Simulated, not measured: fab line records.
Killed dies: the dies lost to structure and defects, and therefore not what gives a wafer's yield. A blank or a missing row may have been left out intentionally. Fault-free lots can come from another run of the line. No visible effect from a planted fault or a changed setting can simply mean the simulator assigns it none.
Shared-tool check :: flow n5 finfet :: 35 wafers sampled across 12 lots

REASON IT WAS OPENED
Of 12 lots, 2 have the reading M8_OVL flagged at N5_BEOL_M8_OVL_MEAS_12. No-fault wafers: 0.3 nm, standard deviation 0.75.
Rule: a lot is flagged in two cases, either no wafer of it has a number, or all its wafers with numbers fall more than 4 standard deviations from that mean. All remaining lots are regarded as sound.

lot: L289
measured: day 9 20:22
on: overlay-02
M8_OVL (nm), wafer by wafer: -0.2 0.5 -0.3
flag: 

lot: L290
measured: day 10 15:07
on: overlay-02
M8_OVL (nm), wafer by wafer: 0.1 0.2 -0.1
flag: 

lot: L291
measured: day 10 18:10
on: overlay-02
M8_OVL (nm), wafer by wafer: 0.5 0.6 0.9
flag: 

lot: L292
measured: day 10 22:28
on: overlay-02
M8_OVL (nm), wafer by wafer: 10.6 11.0 12.2
flag: FLAGGED

lot: L294
measured: day 11 02:01
on: overlay-02
M8_OVL (nm), wafer by wafer: 0.1 0.3 1.1
flag: 

lot: L293
measured: day 11 02:17
on: overlay-02
M8_OVL (nm), wafer by wafer: -0.1 0.3 0.9
flag: 

lot: L295
measured: day 11 05:28
on: overlay-02
M8_OVL (nm), wafer by wafer: 12.0 11.9 11.9
flag: FLAGGED

lot: L296
measured: day 11 07:31
on: overlay-02
M8_OVL (nm), wafer by wafer: -1.1 -0.7 -1.6
flag: 

lot: L299
measured: day 12 19:13
on: overlay-02
M8_OVL (nm), wafer by wafer: 0.9 -0.3 -0.1
flag: 

lot: L302
measured: day 13 08:35
on: overlay-02
M8_OVL (nm), wafer by wafer: -0.1 0.8 0.7
flag: 

lot: L303
measured: day 13 08:52
on: overlay-02
M8_OVL (nm), wafer by wafer: -1.0 0.6
flag: 

lot: L306
measured: day 14 11:05
on: overlay-02
M8_OVL (nm), wafer by wafer: 0.9 -0.1 -0.1
flag: 
The mean of the flagged lots' numbers is 11.6 nm, +11.3 nm from the usual (+15 standard deviations).

LOT BY LOT: THE TOOL USED
Before the reading, the record contains 2 process steps out of a 1938-step route. Read each cell as the tool, then ch plus the chambers that the sampled wafers visited, then the start.
lot: L289
flag: 
N5_BEOL_M7_ANNEAL_51: rtp anneal-02 ch 0, day 9 16:27
N5_BEOL_M8_EXPOSE_08: arfi scanner-01 ch 0, day 9 20:13

lot: L290
flag: 
N5_BEOL_M7_ANNEAL_51: rtp anneal-01 ch 0, day 10 12:52
N5_BEOL_M8_EXPOSE_08: arfi scanner-02 ch 0, day 10 14:58

lot: L291
flag: 
N5_BEOL_M7_ANNEAL_51: rtp anneal-01 ch 0, day 10 15:45
N5_BEOL_M8_EXPOSE_08: arfi scanner-02 ch 0, day 10 18:01

lot: L292
flag: FLAGGED
N5_BEOL_M7_ANNEAL_51: rtp anneal-01 ch 0, day 10 19:08
N5_BEOL_M8_EXPOSE_08: arfi scanner-02 ch 0, day 10 22:19

lot: L294
flag: 
N5_BEOL_M7_ANNEAL_51: rtp anneal-01 ch 0, day 10 22:41
N5_BEOL_M8_EXPOSE_08: arfi scanner-01 ch 0, day 11 01:52

lot: L293
flag: 
N5_BEOL_M7_ANNEAL_51: rtp anneal-01 ch 0, day 11 00:03
N5_BEOL_M8_EXPOSE_08: arfi scanner-01 ch 0, day 11 02:09

lot: L295
flag: FLAGGED
N5_BEOL_M7_ANNEAL_51: rtp anneal-01 ch 0, day 11 02:53
N5_BEOL_M8_EXPOSE_08: arfi scanner-02 ch 0, day 11 05:19

lot: L296
flag: 
N5_BEOL_M7_ANNEAL_51: rtp anneal-02 ch 0, day 11 04:36
N5_BEOL_M8_EXPOSE_08: arfi scanner-01 ch 0, day 11 07:19

lot: L299
flag: 
N5_BEOL_M7_ANNEAL_51: rtp anneal-01 ch 0, day 12 15:10
N5_BEOL_M8_EXPOSE_08: arfi scanner-03 ch 0, day 12 19:03

lot: L302
flag: 
N5_BEOL_M7_ANNEAL_51: rtp anneal-02 ch 0, day 13 05:19
N5_BEOL_M8_EXPOSE_08: arfi scanner-03 ch 0, day 13 08:26

lot: L303
flag: 
N5_BEOL_M7_ANNEAL_51: rtp anneal-01 ch 0, day 13 06:32
N5_BEOL_M8_EXPOSE_08: arfi scanner-03 ch 0, day 13 08:43

lot: L306
flag: 
N5_BEOL_M7_ANNEAL_51: rtp anneal-02 ch 0, day 14 08:31
N5_BEOL_M8_EXPOSE_08: arfi scanner-01 ch 0, day 14 10:56
What the steps here do:
- N5_BEOL_M7_ANNEAL_51: time 90 s.
- N5_BEOL_M8_EXPOSE_08: exposes mask M8.
- N5_BEOL_M8_OVL_MEAS_12

FLAGGED AGAINST TOTAL, ONE TOOL AT A TIME (gauges that did the reading follow at the end)
step: N5_BEOL_M7_ANNEAL_51
tool: rtp anneal-01
lots run: 8
flagged: 2
share of the flagged lots: all
sound lots run after its first flagged lot: 4 (L294,L293,L299,L303)

step: N5_BEOL_M7_ANNEAL_51
tool: rtp anneal-02
lots run: 4
flagged: 0
share of the flagged lots: none
sound lots run after its first flagged lot: -

step: N5_BEOL_M8_EXPOSE_08
tool: arfi scanner-01
lots run: 5
flagged: 0
share of the flagged lots: none
sound lots run after its first flagged lot: -

step: N5_BEOL_M8_EXPOSE_08
tool: arfi scanner-02
lots run: 4
flagged: 2
share of the flagged lots: all
sound lots run after its first flagged lot: 0

step: N5_BEOL_M8_EXPOSE_08
tool: arfi scanner-03
lots run: 3
flagged: 0
share of the flagged lots: none
sound lots run after its first flagged lot: -

step: N5_BEOL_M8_OVL_MEAS_12
tool: overlay-02
lots run: 12
flagged: 2
share of the flagged lots: all
sound lots run after its first flagged lot: 7 (L294,L293,L296,L299,L302,L303,L306)

WHAT THE TABLE PERMITS
rtp anneal-01 at N5_BEOL_M7_ANNEAL_51, arfi scanner-02 at N5_BEOL_M8_EXPOSE_08 and overlay-02 at N5_BEOL_M8_OVL_MEAS_12: these 3 rows of the table ran every flagged lot.
- rtp anneal-01 at N5_BEOL_M7_ANNEAL_51 ran 8 lots, 2 of them flagged. After the first flagged lot (L294, L293, L299, L303), sound lots still ran on it; a lasting fault on the whole tool would not permit that.
- arfi scanner-02 at N5_BEOL_M8_EXPOSE_08 ran 4 lots, 2 of them flagged. It ran its last sound lot, L291, at day 10 18:01 and its first flagged lot, L292, at day 10 22:19: a fault with its onset between the two fits.
- overlay-02 at N5_BEOL_M8_OVL_MEAS_12 ran 12 lots, 2 of them flagged. After the first flagged lot (L294, L293, L296, L299, L302, L303, L306), sound lots still ran on it; a lasting fault on the whole tool would not permit that.
arfi scanner-02 at N5_BEOL_M8_EXPOSE_08 is the single tool remaining.

WHAT WAS PUT IN BY THE SIMULATOR
Scanner matching overlay: arfi scanner-02, from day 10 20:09 on, at N5_BEOL_M8_EXPOSE_08. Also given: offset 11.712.
Shown lots that were struck: L292, L295. Same finding as the rule above.
